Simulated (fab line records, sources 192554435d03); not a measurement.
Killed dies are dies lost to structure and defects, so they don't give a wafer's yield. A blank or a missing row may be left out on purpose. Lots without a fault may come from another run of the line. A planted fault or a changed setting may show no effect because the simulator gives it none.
fab line records | flow n5_finfet
record lots=9 wafers=27 last_day=18
route steps=1938 shown BEOL_M2@843 BEOL_M4@1111
lots that met no fault: from a run of the same line without faults
start_h: hours from the record's first day to the start of the lot's first wafer shown | wait_h: hours since the lot's step before | " the same as in the row above | L1.1+2: a row that stands for several wafers | - no value, or no start given | * or withheld: withheld | < > ~ a bound
route shown NAME@n: a module of which the file shows steps, and the number in the route of the first | usual: mean/standard deviation of fault-free wafers | same: alike in all rows | chamber/n: place in a boat | sites: the reading at each site | _std_site: their standard deviation | _edge_site: outer sites' mean less inner sites' | radius_mm: how far each site lies from the wafer's centre | mask NAME#n: copy n | behind: the tool/chamber that last shaped the wafer | hold: why the lot was held/for how many hours/how that ended | device: the transistor (n, p or np) that didn't switch | end of line: the same wafers' tests at the end of the route | a step without rows: its recipe alone | killed: dies lost to structure and defects at the first sort, not the wafer's yield | map: a wafer's dies, x killed, . not, _ none there
set.NAME: the setting as run; set.NAME@STEP: as run at that earlier step | model.NAME: the simulator's own value behind a step, which no gauge read
steps of the route over a sample of lots; a table a step, a row a wafer
services: from which hour (start_h, from the record's first day; less than 0 if before it) a tool's chamber was out of use, for how many hours, and why
## steps
# step N5_BEOL_M2_PECVD_72
# recipe material=SiO2 target_thk_a=160 temp_c=400 precursor=TEOS/O2 pressure_torr=5.5 rf_w=450 teos_flow_sccm=53.8 gas=O2 flow_sccm=3000 time_s=18
# usual heater_power_w=698/74 showerhead_plenum_p_Torr=8.76/0.059 throttle_valve_pct=21.8/1.1
# columns lot.wafer tool chamber start_h wait_h heater_power_w showerhead_plenum_p_Torr throttle_valve_pct
L748.2 pecvd-02 0 146.87 0.0 632 8.85 22.7
L748.3 " 1 " " 653 8.80 23.2
L748.5 " 0 " " 642 8.81 22.7
L749.3 pecvd-04 2 149.54 0.0 673 8.78 21.6
L749.5 " 1 " " 698 8.83 23.5
L749.6 " 0 " " 650 8.76 20.7
L750.2 pecvd-02 0 161.39 0.0 760 8.79 22.7
L750.4 " 1 " " 611 8.78 23.2
L750.6 " 2 " " 615 8.66 22.1
L751.2 pecvd-01 2 166.35 0.0 818 8.76 20.4
L751.3 " 1 " " 701 8.68 21.5
L751.6 " 1 " " 709 8.70 21.8
L761.4 pecvd-01 0 226.23 0.1 789 8.68 20.4
L761.5 " 0 " " 794 8.67 20.3
L761.6 " 2 " " 776 8.76 21.1
L764.1 pecvd-04 0 247.94 0.0 730 8.74 21.0
L764.2 " 2 " " 650 8.79 20.4
L764.6 " 2 " " 670 8.80 20.7
L765.1 pecvd-04 2 249.05 0.0 613 8.79 20.2
L765.4 " 1 " " 665 8.84 23.4
L765.5 " 0 " " 675 8.77 21.0
L766.1 pecvd-04 0 254.32 0.0 655 8.79 21.1
L766.5 " 0 " " 654 8.76 21.1
L766.6 " 2 " " 609 8.79 20.5
L769.1 pecvd-02 2 279.44 0.0 592 8.68 22.3
L769.3 " 1 " " 702 8.77 23.1
L769.5 " 0 " " 639 8.82 23.0
# step N5_BEOL_M2_SPUTTER_79
# recipe material=Cu target_thk_a=45 temp_c=-20 chamber_pressure_pa=0.07 power_w=withheld time_s=8.29
# usual throttle_valve_pct=29.9/1.1
# columns lot.wafer tool chamber start_h wait_h throttle_valve_pct
L748.2 pvd_sputter-03 - 155.22 0.1 28.2
L748.3 " - " " 30.9
L748.5 " - " " 30.9
L749.3 pvd_sputter-02 - 161.75 0.1 29.7
L749.5 " - " " 28.3
L749.6 " - " " 31.4
L750.2 pvd_sputter-03 - 166.32 0.1 31.0
L750.4 " - " " 28.1
L750.6 " - " " 28.3
L751.2 pvd_sputter-02 - 174.20 0.1 31.1
L751.3 " - " " 28.6
L751.6 " - " " 29.7
L761.4 pvd_sputter-01 - 232.70 0.1 31.5
L761.5 " - " " 31.5
L761.6 " - " " 30.2
L764.1 pvd_sputter-02 - 260.56 0.1 28.4
L764.2 " - " " 31.3
L764.6 " - " " 31.2
L765.1 pvd_sputter-02 - 263.54 0.1 29.9
L765.4 " - " " 31.2
L765.5 " - " " 30.8
L766.1 pvd_sputter-02 - 267.66 0.1 28.2
L766.5 " - " " 28.4
L766.6 " - " " 29.7
L769.1 pvd_sputter-03 - 288.82 0.1 28.2
L769.3 " - " " 30.9
L769.5 " - " " 31.0
# step N5_BEOL_M2_ANNEAL_80
# recipe temp_c=400 time_s=240 ambient=vacuum
# usual heater_power_w=835/96 susceptor_temp_C_max=401.0/0.36
# columns lot.wafer tool chamber start_h wait_h heater_power_w susceptor_temp_C_max
L748.2 pvd_sputter-03 - 155.30 0.0 862 401.3
L748.3 " - " " 905 401.1
L748.5 " - " " 850 401.2
L749.3 pvd_sputter-02 - 161.83 0.0 767 401.2
L749.5 " - " " 644 400.9
L749.6 " - " " 900 401.1
L750.2 pvd_sputter-03 - 166.40 0.0 831 401.3
L750.4 " - " " 857 400.6
L750.6 " - " " 840 400.5
L751.2 pvd_sputter-02 - 174.28 0.0 893 401.0
L751.3 " - " " 644 400.7
L751.6 " - " " 771 400.6
L761.4 pvd_sputter-01 - 232.78 0.0 969 401.3
L761.5 " - " " 955 401.7
L761.6 " - " " 694 401.3
L764.1 pvd_sputter-02 - 260.64 0.0 656 400.9
L764.2 " - " " 910 400.8
L764.6 " - " " 811 401.2
L765.1 pvd_sputter-02 - 263.62 0.0 779 401.2
L765.4 " - " " 893 400.9
L765.5 " - " " 788 401.6
L766.1 pvd_sputter-02 - 267.74 0.0 647 401.4
L766.5 " - " " 648 400.5
L766.6 " - " " 769 401.4
L769.1 pvd_sputter-03 - 288.90 0.0 868 400.6
L769.3 " - " " 874 400.8
L769.5 " - " " 859 401.0
# step N5_BEOL_M2_ANNEAL_87
# recipe temp_c=400 time_s=240 ambient=vacuum
# usual heater_power_w=836/97 susceptor_temp_C_max=401.0/0.42
# columns lot.wafer tool chamber start_h wait_h heater_power_w susceptor_temp_C_max
L748.2 pvd_sputter-03 - 155.74 0.0 859 400.5
L748.3 " - " " 886 400.8
L748.5 " - " " 841 401.2
L749.3 pvd_sputter-02 - 162.27 0.0 761 401.2
L749.5 " - " " 651 400.8
L749.6 " - " " 907 400.8
L750.2 pvd_sputter-03 - 166.84 0.0 840 401.0
L750.4 " - " " 861 400.4
L750.6 " - " " 845 400.1
L751.2 pvd_sputter-02 - 174.72 0.0 905 400.6
L751.3 " - " " 662 400.7
L751.6 " - " " 753 400.9
L761.4 pvd_sputter-01 - 233.22 0.0 979 402.0
L761.5 " - " " 989 401.1
L761.6 " - " " 687 401.6
L764.1 pvd_sputter-02 - 261.08 0.0 638 400.1
L764.2 " - " " 885 400.3
L764.6 " - " " 838 401.1
L765.1 pvd_sputter-02 - 264.06 0.0 775 401.2
L765.4 " - " " 905 400.7
L765.5 " - " " 802 401.2
L766.1 pvd_sputter-02 - 268.18 0.0 661 400.6
L766.5 " - " " 650 400.7
L766.6 " - " " 779 401.4
L769.1 pvd_sputter-03 - 289.34 0.0 836 401.1
L769.3 " - " " 882 400.9
L769.5 " - " " 853 401.5
# step N5_BEOL_M2_CMP_52
# recipe stop_on=SiOC t_overpolish_s=6.8 down_force_psi=1 platen_rpm=50 clearing_platen_down_force_psi=1.5 clearing_platen_rpm=50 post_cmp_clean=cu_alkaline target_thk_nm=40 clearing_platen_pad_velocity_m_s=0.99484 pad_velocity_m_s=0.99484
# usual barrier_field_endpoint_s=24.7/0.67 motor_current_A=6.1/0.52 platen_rpm=50.00/0.033 retaining_ring_pressure_frac=1.000/0.0054
# columns lot.wafer tool chamber start_h wait_h barrier_field_endpoint_s motor_current_A platen_rpm retaining_ring_pressure_frac
L748.2 cmp-04 2 157.29 0.2 25.0 7.0 50.02 0.999
L748.3 " 0 " " 25.5 6.9 50.00 1.006
L748.5 " 2 " " 26.2 6.4 49.97 0.992
L749.3 cmp-01 0 163.86 0.2 24.4 5.6 49.97 1.000
L749.5 " 2 " " 25.0 6.5 50.01 1.001
L749.6 " 3 " " 24.8 6.3 50.02 1.004
L750.4 cmp-04 2 168.62 0.2 26.1 7.1 49.98 1.000
L750.2 " 3 " " 25.0 6.1 49.96 1.000
L750.6 " 3 " " 25.1 5.8 49.89 0.993
L751.2 cmp-01 0 177.91 0.2 25.2 5.6 50.00 1.001
L751.3 " 3 " " 25.3 5.7 50.04 0.998
L751.6 " 1 " " 24.9 5.6 50.00 1.013
L761.4 cmp-02 2 238.47 0.2 25.3 5.7 49.92 1.003
L761.5 " 3 " " 24.6 5.6 49.96 1.001
L761.6 " 0 " " 21.1 6.5 50.00 0.998
L764.2 cmp-01 0 263.16 0.5 23.9 5.5 50.00 0.999
L764.1 " 1 " " 23.0 5.3 50.02 0.990
L764.6 " 3 " " 24.1 5.9 49.99 1.002
L765.4 cmp-04 3 265.61 0.2 24.1 6.0 49.99 1.002
L765.1 " 0 " " 25.5 6.8 50.00 0.996
L765.5 " 3 " " 23.7 5.9 49.95 1.001
L766.1 cmp-01 3 269.77 0.3 24.1 5.9 50.01 0.987
L766.6 " 1 " " 25.2 5.7 49.97 0.999
L766.5 " 2 " " 24.5 6.4 49.99 1.005
L769.3 cmp-01 1 290.92 0.2 24.7 5.6 50.01 1.003
L769.1 " 2 " " 25.3 5.8 50.01 1.002
L769.5 " 3 " " 25.5 6.1 50.00 1.001
# step N5_BEOL_M4_RC_MEAS_101
# usual DIBL_N=35.9/1.8 DIBL_P=36.2/2 IOFF_N=0.16/0.031 IOFF_P=0.22/0.041 ION_N=676/11 ION_P=465/8.5 SS_N=71.4/0.64 SS_P=73.2/0.7 VT_N=250/3.5 VT_P=-250/3.9
# columns lot.wafer tool chamber start_h wait_h DIBL_N[mV/V] DIBL_P[mV/V] IOFF_N[nA/um] IOFF_P[nA/um] ION_N[uA/um] ION_P[uA/um] SS_N[mV/dec] SS_P[mV/dec] VT_N[mV] VT_P[mV]
L748.2 prober-02 0 182.35 0.2 36.6 35.9 0.17 0.19 673 449 71.5 73.4 250 -251
L748.3 " 0 " " 33.5 32.5 0.11 0.15 657 450 70.8 71.8 252 -254
L748.5 " 0 " " 35.1 35.4 0.15 0.18 676 457 71.1 72.0 250 -251
L749.3 prober-02 0 189.02 0.3 32.6 34.6 0.12 0.18 668 462 70.5 72.7 254 -248
L749.5 " 0 " " 29.3 29.7 0.08 0.12 652 450 70.0 71.0 260 -254
L749.6 " 0 " " 34.5 34.9 0.14 0.18 655 451 71.0 71.9 252 -251
L750.2 prober-01 0 195.17 0.2 36.8 36.1 0.18 0.25 681 471 72.3 73.8 249 -244
L750.4 " 0 " " 36.2 35.4 0.15 0.24 673 474 71.4 74.1 250 -245
L750.6 " 0 " " 34.8 34.8 0.15 0.23 678 472 71.2 73.0 249 -247
L751.2 prober-02 0 214.88 0.2 35.2 35.6 0.13 0.18 658 448 72.0 73.5 252 -258
L751.3 " 0 " " 36.6 37.7 0.16 0.22 671 462 72.2 73.9 248 -254
L751.6 " 0 " " 34.1 34.7 0.12 0.16 672 462 71.5 73.3 252 -255
L761.4 prober-01 0 260.33 0.5 35.2 35.3 0.14 0.17 675 460 70.3 72.5 250 -253
L761.5 " 0 " " 34.8 35.6 0.13 0.16 676 458 71.0 72.3 254 -256
L761.6 " 0 " " 35.6 35.4 0.14 0.17 678 455 71.6 72.6 252 -256
L764.1 prober-02 0 284.66 0.0 36.1 35.7 0.13 0.20 661 461 70.1 73.6 252 -250
L764.2 " 0 " " 42.1 43.3 0.29 0.37 712 481 71.9 74.9 239 -239
L764.6 " 0 " " 37.3 37.6 0.16 0.25 677 469 70.5 74.3 250 -246
L765.1 prober-01 0 290.67 0.0 38.3 40.2 0.22 0.28 679 470 72.5 74.3 247 -245
L765.4 " 0 " " 38.3 39.0 0.20 0.26 685 476 72.2 73.0 246 -246
L765.5 " 0 " " 37.5 37.9 0.18 0.24 678 464 72.2 73.7 248 -247
L766.1 prober-01 0 292.51 0.0 36.6 37.1 0.16 0.25 684 476 71.8 72.6 248 -247
L766.5 " 0 " " 37.2 37.5 0.16 0.26 673 470 71.3 73.7 251 -247
L766.6 " 0 " " 38.2 39.3 0.21 0.30 702 484 71.5 73.6 244 -246
L769.1 prober-02 0 321.11 0.0 35.7 35.5 0.13 0.15 676 456 70.6 73.4 250 -258
L769.3 " 0 " " 35.4 35.8 0.13 0.15 678 464 70.6 72.5 254 -259
L769.5 " 0 " " 35.6 36.1 0.14 0.15 675 452 71.2 73.0 249 -256
## services
# columns tool chamber start_h hours kind
cmp-02 - 123.08 7.5 repair
pecvd-04 1 127.87 2.1 scheduled_down
pecvd-02 2 133.82 2.1 scheduled_down
cmp-02 - 141.44 0.3 repair
cmp-01 - 145.89 1.5 repair
pecvd-04 0 150.36 2.1 scheduled_down
cmp-04 - 152.45 4.0 pm
pecvd-04 1 177.27 5.5 scheduled_down
pecvd-04 - 180.72 0.2 repair
cmp-01 - 189.89 0.5 repair
cmp-01 - 193.71 0.6 repair
pecvd-04 2 194.24 5.5 scheduled_down
pecvd-04 2 205.86 5.5 scheduled_down
cmp-01 - 207.65 1.6 repair
cmp-02 - 210.90 4.0 pm
pecvd-04 0 229.33 - calibration
cmp-02 - 233.10 0.6 repair
pecvd-02 2 252.11 3.4 repair
pvd_sputter-03 - 254.06 7.5 repair
pecvd-02 - 257.22 1.5 repair
cmp-04 - 273.88 2.7 repair
cmp-01 - 276.31 4.0 pm
cmp-01 - 280.31 - consumable_replace:conditioner
cmp-01 - 280.31 - consumable_replace:pad
## key
first_sign step=N5_BEOL_M2_CMP_52 reading=barrier_field_endpoint_s direction=down sigmas=5.5 usual=24.7 struck=21.1
effect none on later readings
met_at N5_BEOL_M2_PECVD_72
struck_lots L761
struck_wafers L761.6
not_acting_at N5_BEOL_M2_SPUTTER_79,N5_BEOL_M2_ANNEAL_80,N5_BEOL_M2_ANNEAL_87
onset_between 166.35 226.23
fault kind=process_parameter_drift tool=pecvd-01 chamber=2 onset_h=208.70 steps=N5_BEOL_M2_PECVD_72 channel=time_s offset=* shape=step end_h=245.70 acts_in=* stated=*
